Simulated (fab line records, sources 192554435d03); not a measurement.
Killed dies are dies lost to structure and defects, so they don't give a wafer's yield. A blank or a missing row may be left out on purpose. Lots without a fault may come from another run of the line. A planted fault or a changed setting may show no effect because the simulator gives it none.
Split-lot experiment | flow n5_finfet | 7 lots, 21 wafers read, on a route of 1938 steps

THE SPLIT
At N5_SD_EPI_P_ETCH_16 (etches SiO2 in CHF3/O2, target depth 5 nm), the setting target_depth_a was moved away from the recipe's 50 angstrom on 9 of the 21 wafers read, by -4.6% to +12.0%. The other wafers ran this setting at the recipe's value.

The reading is taken at the split's own step.

THE READING
etch.depth_nm (the simulator's own value, which no gauge read), in nm, at N5_SD_EPI_P_ETCH_16 (etches SiO2 in CHF3/O2, target depth 5 nm). The file gives no usual value for it. The 12 wafers here that ran the recipe average 4.992 nm, standard deviation 0.12 nm.

wafer  | tool, chamber at the split | target_depth_a as run, angstrom | against the recipe | etch.depth_nm, nm | against lot-mates on the recipe
L074.1 | rie_diel-04, 1             | 50                              | recipe             | 5.136             | -
L074.3 | rie_diel-04, 3             | 55.5                            | +11.0%             | 5.516             | +0.449
L074.5 | rie_diel-04, 0             | 50                              | recipe             | 4.999             | -
L078.2 | rie_diel-03, 2             | 50                              | recipe             | 5.202             | -
L078.3 | rie_diel-03, 0             | 50                              | recipe             | 5.088             | -
L078.6 | rie_diel-03, 1             | 50                              | recipe             | 4.953             | -
L086.2 | rie_diel-01, 1             | 50                              | recipe             | 5.073             | -
L086.4 | rie_diel-01, 2             | 47.7                            | -4.6%              | 4.867             | -0.082
L086.6 | rie_diel-01, 0             | 50                              | recipe             | 4.824             | -
L088.3 | rie_diel-01, 3             | 56                              | +12.0%             | 5.527             | +0.582
L088.5 | rie_diel-01, 3             | 50                              | recipe             | 4.945             | -
L088.6 | rie_diel-01, 2             | 56                              | +12.0%             | 5.87              | +0.925
L090.2 | rie_diel-01, 3             | 50                              | recipe             | 4.884             | -
L090.4 | rie_diel-01, 0             | 50                              | recipe             | 4.797             | -
L090.6 | rie_diel-01, 0             | 55.17                           | +10.3%             | 5.311             | +0.470
L091.2 | rie_diel-04, 0             | 51.88                           | +3.8%              | 5.255             | +0.177
L091.4 | rie_diel-04, 2             | 50                              | recipe             | 5.078             | -
L091.6 | rie_diel-04, 3             | 51.88                           | +3.8%              | 5.182             | +0.104
L095.1 | rie_diel-01, 3             | 50                              | recipe             | 4.924             | -
L095.3 | rie_diel-01, 1             | 52.21                           | +4.4%              | 5.391             | +0.467
L095.5 | rie_diel-01, 2             | 52.21                           | +4.4%              | 5.403             | +0.479

THE FIT
A straight line over all 21 wafers: etch.depth_nm changes by +0.0504 nm for each +1% of target_depth_a; r = +0.87; the points scatter about the line by 0.14 nm.
The same after taking each lot's own level away (the mean of its wafers on the recipe; 21 wafers): +0.053 nm for each +1%; r = +0.89; scatter 0.13 nm.
On that fit, the largest move of target_depth_a shifts the reading by 0.64 nm.
The lots' own levels span 4.8405 to 5.0810 nm, that is 2.0 times the standard deviation above.
So the lot-to-lot level changes the slope little: the two slopes agree.
Check: with one of the wafers moved furthest among these (+12.0%) left out of the fit, the line predicts +0.687 nm for it against its lot-mates. It came out at +0.582 nm against them.

OTHER SPLITS ON THESE WAFERS
These wafers also went through other splits before the reading. Each is held against what the fit with the lots' levels taken away leaves over:
other split on the same wafers            | wafers away from the commonest value | r with etch.depth_nm (lot level and that fit taken away)
N5_PMOS_HMC_CHANNEL_EPI_COAT_03 spin_rpm  | 6                                    | +0.35
N5_PMOS_HMC_CHANNEL_EPI_EXPOSE_06 dose_mj | 8                                    | +0.22
N5_FIN_SAQP_SPACER1_ALD_24 ald_cycles     | 7                                    | -0.25
N5_FIN_SAQP_ETCH_65 time_s                | 5                                    | +0.25
N5_FIN_CUT_CUT_ETCH_26 time_s             | 6                                    | -0.30
N5_DUMMY_GATE_ETCH_37 source_w            | 6                                    | -0.02
N5_DUMMY_GATE_ETCH_31 target_depth_a      | 7                                    | +0.22

THE FILE'S OWN FIT
etch.depth_nm changes by +0.0512 nm for each +1% of target_depth_a, r = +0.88.
